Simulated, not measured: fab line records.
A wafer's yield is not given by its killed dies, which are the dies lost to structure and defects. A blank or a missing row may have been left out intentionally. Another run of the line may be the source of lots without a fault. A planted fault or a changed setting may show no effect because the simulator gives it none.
fab line records    flow nand-harc
record: lots: 6  wafers: 18  last-day: 31
route steps=1302 shown A_WL_FILL@971 A_CONTACT@983
lots that met no fault: from a run of the same line without faults
start-h: start of the lot's first displayed wafer, in hours after the record's first day    wait-h: how many hours have passed since the lot's step before this one    " the same as in the row above    L1.1+2: a row that stands for several wafers    - value missing, or start not given    * or withheld: withheld    < > ~ a bound
route shown NAME@n: a module of which the file shows steps, and the number in the route of the first    usual: mean/standard deviation taken from wafers without a fault    same: alike in all rows    chamber/n: place in a boat    sites: readings site by site    _std_site: standard deviation of those values    _edge_site: mean of outer sites minus mean of inner sites    radius-mm: how far each site lies from the wafer's centre    mask NAME#n: copy n    behind: the tool/chamber that last shaped the wafer    hold: why the lot was held/for how many hours/how that ended    device: whichever transistor did not switch (one of n, p or np)    end of line: tests run on the same wafers once the route is complete    for a step that has no rows: nothing shown but its recipe    killed: the dies lost at the first sort to structure and to defects; this is not the yield of the wafer    map: dies across one wafer; x = killed, . = not, _ = none there
set.NAME: the setting as run; set.NAME@STEP: as run at that earlier step    model.NAME: the simulator's own value behind a step, which no gauge read
certain route steps with their lots: each step a table, each wafer a row
services: when a tool's chamber went out of use (start-h, in hours from the record's first day, below 0 if earlier), for how many hours, and the reason
== steps ==
step: NHARC_A_WL_FILL_CVD_23
recipe: target-thk-a: 400  temp-c: 620  pressure-mtorr: 200  time-s: 800  material: poly-Si
step: NHARC_A_WL_FILL_ETCHBACK_26
recipe: target-depth-a: 520  time-s: 13.3  hbr-flow-sccm: 150  rf-w: 350  icp-w: 350  bias-w: 60  chemistry: HBr
usual: drypump-motor-current-A: 5.7/0.42  oes-product-au: 0.999/0.0079  rf-fwd-power-W: 342.2/1.7  throttle-valve-pct: 23.265/0.0084
lot.wafer  tool       chamber  start-h  wait-h  drypump-motor-current-A  oes-product-au  rf-fwd-power-W  rf-hours-counter-h  throttle-valve-pct
L827.3     rie-si-03  1        513.49   0.4     5.3                      0.996           340.3           0.8                 23.261
L827.2     "          2        "        "       5.7                      0.987           340.7           0.7                 23.267
L827.6     "          0        "        "       6.4                      1.007           340.5           -                   23.250
L829.2     rie-si-03  3        542.22   0.4     5.1                      1.007           344.0           0.9                 23.267
L829.4     "          0        "        "       6.3                      1.010           341.0           1.0                 23.261
L829.1     "          2        "        "       5.7                      0.999           340.7           1.0                 23.259
L835.2     rie-si-02  1        580.53   0.4     5.7                      0.997           340.9           0.7                 23.277
L835.1     "          0        "        "       5.6                      0.992           344.8           0.9                 23.269
L835.5     "          2        "        "       5.7                      0.995           342.7           -                   23.269
L836.1     rie-si-04  3        580.54   0.4     5.8                      1.003           342.2           0.4                 23.269
L836.3     "          0        "        "       6.4                      1.009           342.5           0.3                 23.253
L836.5     "          2        "        "       5.9                      1.007           341.5           -                   23.274
L841.1     rie-si-04  2        633.22   0.4     5.9                      1.008           342.2           0.7                 23.272
L841.3     "          3        "        "       5.8                      0.999           342.4           0.7                 23.265
L841.5     "          2        "        "       5.9                      1.003           340.0           -                   23.267
L842.3     rie-si-03  0        656.56   0.4     6.3                      0.997           339.5           0.4                 23.266
L842.5     "          3        "        "       5.1                      0.985           342.6           -                   23.264
L842.6     "          0        "        "       6.3                      1.005           341.9           -                   23.273
step: NHARC_A_WL_FILL_PRECLEAN_30
recipe: time-s: 10  chemistry: dHF
step: NHARC_A_WL_FILL_SRD_14
step: NHARC_A_WL_FILL_ALD_19
recipe: target-thk-a: 20  pulse-time-s: 3  ald-cycles: 100  temp-c: 450  material: TiN
usual: heater-power-w: 1058/110  precursor-pulse-height-rel: 0.999/0.02
lot.wafer  tool          chamber  start-h  wait-h  heater-power-w  precursor-pulse-height-rel
L827.3     ald-metal-01  3        513.76   0.1     1131            1.001
L827.2     "             1        "        "       991             0.997
L827.6     "             2        "        "       1011            1.007
L829.1     ald-metal-03  2        542.51   0.1     998             0.994
L829.2     "             0        "        "       1018            0.984
L829.4     "             0        "        "       1014            1.005
L835.2     ald-metal-01  2        580.79   0.1     1051            1.007
L835.1     "             1        "        "       943             0.980
L835.5     "             2        "        "       1057            0.969
L836.3     ald-metal-02  1        580.80   0.1     1189            1.022
L836.1     "             3        "        "       903             0.999
L836.5     "             2        "        "       991             0.964
L841.1     ald-metal-02  3        633.49   0.1     949             0.999
L841.3     "             1        "        "       1141            1.019
L841.5     "             2        "        "       979             0.981
L842.3     ald-metal-02  0        656.87   0.2     1024            0.997
L842.6     "             1        "        "       1144            0.978
L842.5     "             2        "        "       1004            1.030
step: NHARC_A_WL_FILL_CVD_20
recipe: target-thk-a: 1000  temp-c: 400  pressure-torr: 40  wf6-flow-sccm: 40  h2-flow-sccm: 1600  ar-flow-sccm: 1560  time-s: 74  material: W
usual: heater-power-w: 958/64  throttle-valve-pct: 8.1/0.36
lot.wafer  tool      chamber  start-h  wait-h  heater-power-w  throttle-valve-pct
L827.2     cvd-w-02  0        -        -       929             8.5
L827.3     "         1        "        "       967             8.0
L827.6     "         1        "        "       970             7.9
L829.1     cvd-w-01  1        -        -       1052            7.9
L829.2     "         0        "        "       847             7.8
L829.4     "         1        "        "       1039            8.1
L836.1     cvd-w-02  0        -        -       959             8.7
L836.3     "         1        "        "       972             8.0
L836.5     "         1        "        "       951             7.9
L835.1     cvd-w-01  0        -        -       848             7.5
L835.2     "         1        "        "       1048            8.1
L835.5     "         1        "        "       1040            7.9
L841.1     cvd-w-01  0        -        -       845             7.4
L841.3     "         0        "        "       848             7.6
L841.5     "         0        "        "       843             7.9
L842.3     cvd-w-01  1        -        -       1008            7.9
L842.6     "         1        "        "       1047            8.2
L842.5     "         0        "        "       830             7.4
step: NHARC_A_WL_FILL_CMP_12
recipe: t-overpolish-s: 30  target-thk-nm: 100
usual: motor-current-A: 12.1/1.3  overpolish-run-s: 30.001/0.01  slurry-filter-dp-kPa: 13.51/0.13  time-to-endpoint-s: 19.1/2.3
lot.wafer  tool    chamber  start-h  wait-h  motor-current-A  overpolish-run-s  slurry-filter-dp-kPa  time-to-endpoint-s
L827.2     cmp-02  0        514.15   0.2     11.6             30.014            13.36                 21.8
L827.3     "       2        "        "       10.7             29.993            13.37                 20.6
L827.6     "       0        "        "       11.2             29.996            13.49                 20.7
L829.2     cmp-04  0        542.93   0.1     12.0             29.983            13.69                 18.3
L829.1     "       1        "        "       12.5             29.990            13.29                 18.2
L829.4     "       3        "        "       11.4             30.014            13.60                 20.7
L836.1     cmp-02  3        581.18   0.2     13.9             29.995            13.56                 23.2
L836.3     "       0        "        "       12.0             29.986            13.68                 18.8
L836.5     "       3        "        "       13.8             30.003            13.45                 23.3
L835.1     cmp-04  2        581.22   0.2     11.6             29.993            13.64                 11.6
L835.2     "       0        "        "       11.6             30.014            13.69                 15.1
L835.5     "       2        "        "       11.9             30.006            13.44                 15.8
L841.1     cmp-04  2        634.02   0.2     12.4             29.992            13.57                 17.9
L841.3     "       3        "        "       10.9             30.008            13.40                 21.5
L841.5     "       2        "        "       11.9             30.001            13.58                 21.0
L842.3     cmp-02  3        657.22   0.1     13.4             29.987            13.76                 19.9
L842.6     "       2        "        "       10.9             30.001            13.44                 18.4
L842.5     "       3        "        "       13.8             29.979            13.68                 18.2
step: NHARC_A_WL_FILL_SRD_31
step: NHARC_A_WL_FILL_INSPECT_15
usual: raw-defect-count: 483/120
lot.wafer  tool               chamber  start-h  wait-h  raw-defect-count
L827.2     defect-inspect-02  -        514.61   0.0     428
L827.3     "                  -        "        "       453
L827.6     "                  -        "        "       572
L829.1     defect-inspect-01  -        543.41   0.0     758
L829.2     "                  -        "        "       521
L829.4     "                  -        "        "       652
L836.1     defect-inspect-02  -        581.65   0.0     293
L836.3     "                  -        "        "       346
L836.5     "                  -        "        "       484
L835.1     defect-inspect-02  -        581.71   0.0     625
L835.2     "                  -        "        "       465
L835.5     "                  -        "        "       569
L841.1     defect-inspect-02  -        634.46   0.0     503
L841.3     "                  -        "        "       449
L841.5     "                  -        "        "       539
L842.3     defect-inspect-02  -        657.68   0.0     615
L842.5     "                  -        "        "       643
L842.6     "                  -        "        "       944
step: NHARC_A_CONTACT_DEP_24
recipe: target-thk-a: 5000  temp-c: 400  pressure-torr: 6.5  rf-w: 900  teos-flow-sccm: 161.4  flow-sccm: 2650  target-thk-nm: 500  gas: O2  material: SiO2
usual: heater-power-w: 577/110  rf-fwd-power-W: 898.9/2.6  throttle-valve-pct: 16.1/0.44
lot.wafer  tool      chamber  start-h  wait-h  heater-power-w  rf-fwd-power-W  throttle-valve-pct
L827.3     pecvd-01  0        514.68   0.1     411             896.7           15.1
L827.2     "         1        "        "       543             899.6           16.0
L827.6     "         2        "        "       647             897.4           15.9
L829.1     pecvd-03  2        543.48   0.1     691             791.9           16.0
L829.2     "         1        "        "       531             901.6           16.6
L829.4     "         0        "        "       464             896.2           16.4
L836.1     pecvd-03  0        581.71   0.1     529             902.5           16.0
L836.3     "         2        "        "       684             794.2           15.8
L836.5     "         2        "        "       699             794.0           15.6
L835.1     pecvd-04  1        581.77   0.1     868             899.5           16.5
L835.2     "         2        "        "       551             898.1           16.3
L835.5     "         1        "        "       674             898.3           16.3
L841.1     pecvd-01  1        634.53   0.1     577             896.2           16.2
L841.3     "         0        "        "       483             899.9           15.4
L841.5     "         0        "        "       496             899.4           15.3
L842.3     pecvd-03  0        657.74   0.1     536             896.4           16.5
L842.6     "         1        "        "       518             892.4           15.8
L842.5     "         2        "        "       653             900.0           15.7
== services ==
tool          chamber  start-h  hours  kind
pecvd-01      -        492.18   13.0   pm
cmp-04        -        500.54   0.4    repair
pecvd-03      1        500.80   16.3   repair
cmp-04        -        503.00   4.0    pm
rie-si-04     -        519.00   9.0    pm
rie-si-03     1        522.32   11.1   repair
ald-metal-01  -        526.00   10.0   pm
cmp-02        -        526.50   4.0    pm
ald-metal-02  1        534.36   8.9    repair
pecvd-01      -        542.55   2.7    repair
pecvd-03      -        547.00   13.0   pm
cvd-w-01      -        547.33   13.0   pm
rie-si-03     -        575.00   9.0    pm
cmp-04        -        590.75   2.5    repair
cmp-04        -        601.00   4.0    pm
ald-metal-02  -        610.00   10.0   pm
cmp-02        -        617.47   0.8    repair
cvd-w-01      -        621.51   8.1    repair
cmp-02        -        624.51   4.0    pm
ald-metal-02  0        631.32   18.4   repair
pecvd-03      -        638.75   0.8    repair
cmp-04        -        641.33   1.7    repair
cmp-02        -        653.37   2.1    repair
ald-metal-02  -        657.63   0.3    repair
== key ==
first-sign: step: NHARC_A_CONTACT_DEP_24  reading: rf-fwd-power-W  direction: down  sigmas: 40  usual: *  struck: *
effect none on later readings
met-at NHARC_A_CONTACT_DEP_24
struck-wafers L829.1,L836.3,L836.5
tester-left-out L829,L836
fault: kind: process-parameter-drift  tool: pecvd-03  chamber: 2  onset-h: 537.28  steps: NHARC_A_CONTACT_DEP_24  channel: rf-w  offset: *  shape: step  end-h: 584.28  acts-in: *  stated: *
tester-left-out: of these lots the tester's yield and bins aren't shown, on N5 and GAA mostly nor the transistor test; their killed dies are dies lost to structure and defects alone, not to doping, threshold or leakage, so they don't give the yield
